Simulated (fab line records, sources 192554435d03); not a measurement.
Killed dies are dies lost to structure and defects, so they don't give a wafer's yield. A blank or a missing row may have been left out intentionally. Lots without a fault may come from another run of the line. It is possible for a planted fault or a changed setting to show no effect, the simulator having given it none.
One fault seen from 3 desks :: flow n5Finfet :: every desk sees just its own numbers, and what lay behind them comes last

== THE DEFECT DESK ==
For each lot, the counts of the inspections along the route, averaged over the sampled wafers that have a number. Marked OUT: a lot whose mean sits more than 4 standard deviations from the usual mean, which makes it out of limits; the brackets give that distance.
Columns: A = rawDefectCount at N5_HKMG_FIN_INSPECT_61, usual 2.1
lot: L137
first seen here: day 4 00:01
A: 3.3

lot: L142
first seen here: day 5 07:40
A: 1.3

lot: L144
first seen here: day 5 22:39
A: 3.0

lot: L149
first seen here: day 7 05:18
A: 2.0

lot: L152
first seen here: day 7 19:11
A: 1.7

lot: L154
first seen here: day 8 06:56
A: 4.3

lot: L155
first seen here: day 8 11:14
A: 2.7

lot: L156
first seen here: day 8 19:02
A: 4.3

lot: L157
first seen here: day 9 01:45
A: 0.3
This desk found nothing out of limits on any of the 9 lots.

== AT THE METROLOGY DESK ==
Lot by lot, what the gauges showed, no matter which tool ran the lot: averages of those sampled wafers that carry a number. Marked OUT: a lot whose mean sits more than 4 standard deviations from the usual mean, which makes it out of limits; the brackets give that distance. Readings shown: 7 of its 10, picked as those furthest out on some lot.
Columns: A = DIBL_N at N5_BEOL_M4_RC_MEAS_101, usual 36.2 mV/V; B = DIBL_P at N5_BEOL_M4_RC_MEAS_101, usual 36.2 mV/V; C = IOFF_N at N5_BEOL_M4_RC_MEAS_101, usual 0.16 nA/um; D = IOFF_P at N5_BEOL_M4_RC_MEAS_101, usual 0.21 nA/um; E = ION_P at N5_BEOL_M4_RC_MEAS_101, usual 462 uA/um; F = SS_P at N5_BEOL_M4_RC_MEAS_101, usual 73.2 mV/dec; G = VT_N at N5_BEOL_M4_RC_MEAS_101, usual 250 mV
lot: L137
first seen here: day 7 14:49
A: 37.1
B: 36.7
C: 0.16
D: 0.20
E: 454
F: 73.8
G: 252

lot: L142
first seen here: day 8 20:38
A: 40.4
B: 40.5
C: 0.25
D: 0.32
E: 477
F: 74.6
G: 243

lot: L144
first seen here: day 9 19:28
A: 37.0
B: 37.4
C: 0.18
D: 0.24
E: 469
F: 72.9
G: 248

lot: L149
first seen here: day 11 04:16
A: 36.9
B: 36.7
C: 0.15
D: 0.19
E: 460
F: 73.0
G: 251

lot: L152
first seen here: day 11 10:55
A: 35.8
B: 36.0
C: 0.16
D: 0.22
E: 464
F: 73.5
G: 251

lot: L154
first seen here: day 12 13:05
A: 36.2
B: 36.0
C: 0.16
D: 0.22
E: 465
F: 73.1
G: 250

lot: L155
first seen here: day 12 17:07
A: 32.4
B: 31.7
C: 0.10
D: 0.14
E: 449
F: 72.3
G: 257

lot: L157
first seen here: day 12 20:08
A: 35.4
B: 36.0
C: 0.14
D: 0.19
E: 458
F: 73.3
G: 252

lot: L156
first seen here: day 12 23:57
A: 36.3
B: 34.8
C: 0.15
D: 0.20
E: 461
F: 72.9
G: 248
This desk found nothing out of limits on any of the 9 lots.

== TOOL OWNER'S DESK, rieDiel-01 ==
The tool's own readings at N5_HKMG_FIN_ETCH_32 (etches SOC in N2/H2, target depth 240 nm, time 300 s): means of the sampled wafers that have a number, for each lot that ran on this tool. Marked OUT: a lot whose mean sits more than 4 standard deviations from the usual mean, which makes it out of limits; the brackets give that distance.
Columns: A = chamberPressureMTorr at N5_HKMG_FIN_ETCH_32, usual 30.001 mTorr; B = drypumpMotorCurrentA at N5_HKMG_FIN_ETCH_32, usual 5.7 A; C = oesProductAu at N5_HKMG_FIN_ETCH_32, usual 0.76 a.u.; D = rfFwdPowerW at N5_HKMG_FIN_ETCH_32, usual 837.8 W; E = rfVppV at N5_HKMG_FIN_ETCH_32, usual 524.9 V; F = showerheadPlenumPTorr at N5_HKMG_FIN_ETCH_32, usual 2.58 Torr; G = throttleValvePct at N5_HKMG_FIN_ETCH_32, usual 17.75 %
lot: L142
first seen here: day 5 11:15
A: 30.008
B: 5.0
C: 0.74
D: 837.7
E: 524.7
F: 2.58
G: 17.89

lot: L149
first seen here: day 7 09:04
A: 29.995
B: 5.2
C: 0.66
D: 669.5 (-62) OUT
E: 583.9 (+28) OUT
F: 2.53
G: 17.84
Finding of this desk: L149 out of limits; the first was L149 at day 7 09:04, on rfFwdPowerW at N5_HKMG_FIN_ETCH_32. Within limits: L142.

== BROUGHT TOGETHER ==
The tool owner's desk had the chance to raise an alarm at day 7 09:04 on L149.
No out-of-limits result turned up at the defect desk.
Nothing out of limits was seen by the metrology desk.
The defect desk has L149 on record, within its limits.
The metrology desk has L149 on record, within its limits.
N5_HKMG_FIN_ETCH_32 was run on rieDiel-01 by each of the lots named.

== WHAT HAD BEEN PUT IN BY THE SIMULATOR ==
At N5_HKMG_FIN_ETCH_32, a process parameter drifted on rieDiel-01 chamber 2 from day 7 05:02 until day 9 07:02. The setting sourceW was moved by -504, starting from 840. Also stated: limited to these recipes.
Lots struck among those shown: L149.
Delay in hours, fault start to first out-of-limits reading, by desk: the tool owner's desk at 4.
